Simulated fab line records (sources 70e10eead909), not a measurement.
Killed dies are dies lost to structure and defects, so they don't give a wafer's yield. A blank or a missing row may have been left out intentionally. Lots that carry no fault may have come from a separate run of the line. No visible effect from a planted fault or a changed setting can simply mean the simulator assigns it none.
Chamber matching	flow nand_harc	NHARC_A_M1_ETCH_35 on rie_diel-12: 4 sister chambers
The step etches the open film in N2/H2, target depth 40 nm, overetch 12 nm, time 43.94 s. 8 wafers are shown with their chamber, then 9 later ones without.

## WAFERS PAIRED WITH THEIR CHAMBERS
wafer	chamber	rf_vpp_V (V)	oes_product_au (a.u.)
L084.3	2	426.2	1.009
L084.5	2	425.5	1.006
L087.2	0	430.0	0.992
L087.3	3	427.7	1.009
L087.5	3	428.2	1.005
L085.2	1	426.9	0.992
L085.3	0	430.4	1.001
L085.5	1	425.7	1.018

## WAFERS WHOSE CHAMBER IS MISSING
wafer	rf_vpp_V (V)	oes_product_au (a.u.)
L088.2	429.4	1.002
L088.3	427.9	1.018
L088.6	431.1	0.994
L089.2	425.8	0.999
L089.3	427.8	0.989
L089.4	431.1	1.001
L095.3	428.3	0.993
L095.4	427.6	0.988
L095.5	431.2	0.978

## WHICH CHAMBER EACH WENT THROUGH
wafer	from the rows above	in truth
L088.2	can't be placed: 0 or 3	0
L088.3	3	3
L088.6	0	0
L089.2	can't be placed: 2 or 1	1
L089.3	can't be placed: 3 or 1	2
L089.4	0	0
L095.3	can't be placed: 3 or 0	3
L095.4	can't be placed: 3 or 1 or 2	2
L095.5	0	0
4 of 9 placed correctly. These rows do not allow placing 5 (true chamber among the candidates in 4). Placed wrongly: 0.
How it was worked out, from the rows above alone: a wafer's distance from a chamber is the root of the sum, over the readings, of the square of ((its reading less the chamber's mean) divided by the reading's scatter). If the next closest chamber is less than 2 further off than the closest, the wafer can't be placed; otherwise it belongs to the closest. The mean given for a chamber averages the wafers shown for that chamber. The scatter is the square root of a quotient: the sum, over the shown wafers, of each reading's squared deviation from its chamber's mean, divided by wafers minus chambers.
